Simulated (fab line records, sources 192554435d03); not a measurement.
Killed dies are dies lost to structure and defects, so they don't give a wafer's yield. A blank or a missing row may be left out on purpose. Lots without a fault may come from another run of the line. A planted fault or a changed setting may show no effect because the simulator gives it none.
Chamber matching | flow n5_finfet | N5_BEOL_M0_SAQP_SPACER1_ALD_98 on ald_sin-04: 4 sister chambers
The step deposits SiO2, target thk 12.8 nm, pulse time 1 s, purge time 2 s. 8 wafers are shown with their chamber, then 7 later ones without.

WAFERS WITH THEIR CHAMBER
wafer  | chamber | heater_power_w (W) | precursor_pulse_height_rel
L079.5 | 2       | 510                | 0.989
L082.3 | 1       | 389                | 1.008
L082.5 | 1       | 387                | 0.982
L090.5 | 2       | 470                | 1.008
L091.4 | 3       | 368                | 0.999
L091.5 | 0       | 545                | 0.977
L093.2 | 3       | 378                | 1.039
L093.3 | 0       | 538                | 0.980

WAFERS WITHOUT THEIR CHAMBER
wafer  | heater_power_w (W) | precursor_pulse_height_rel
L093.4 | 388                | 0.994
L097.1 | 493                | 0.989
L097.3 | 544                | 0.965
L097.5 | 493                | 1.000
L096.1 | 490                | 1.024
L096.5 | 386                | 0.996
L096.6 | 541                | 0.961

WHICH CHAMBER EACH WENT THROUGH
wafer  | from the rows above     | in truth
L093.4 | can't be placed: 1 or 3 | 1
L097.1 | 2                       | 2
L097.3 | 0                       | 0
L097.5 | 2                       | 2
L096.1 | 2                       | 2
L096.5 | can't be placed: 1 or 3 | 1
L096.6 | 0                       | 0
Placed correctly: 5 of 7. Can't be placed from these rows: 2 (the true chamber is among the candidates in 2). Placed wrongly: 0.
How it was worked out, from the rows above alone: a wafer's distance from a chamber is the root of the sum, over the readings, of the square of ((its reading less the chamber's mean) divided by the reading's scatter). The wafer belongs to the nearest chamber; if the next one is less than 2 further off, it can't be placed. A chamber's mean is the mean of its shown wafers. The scatter: the root of (the sum of the squares of (reading less its chamber's mean) over the shown wafers, divided by (wafers less chambers)).
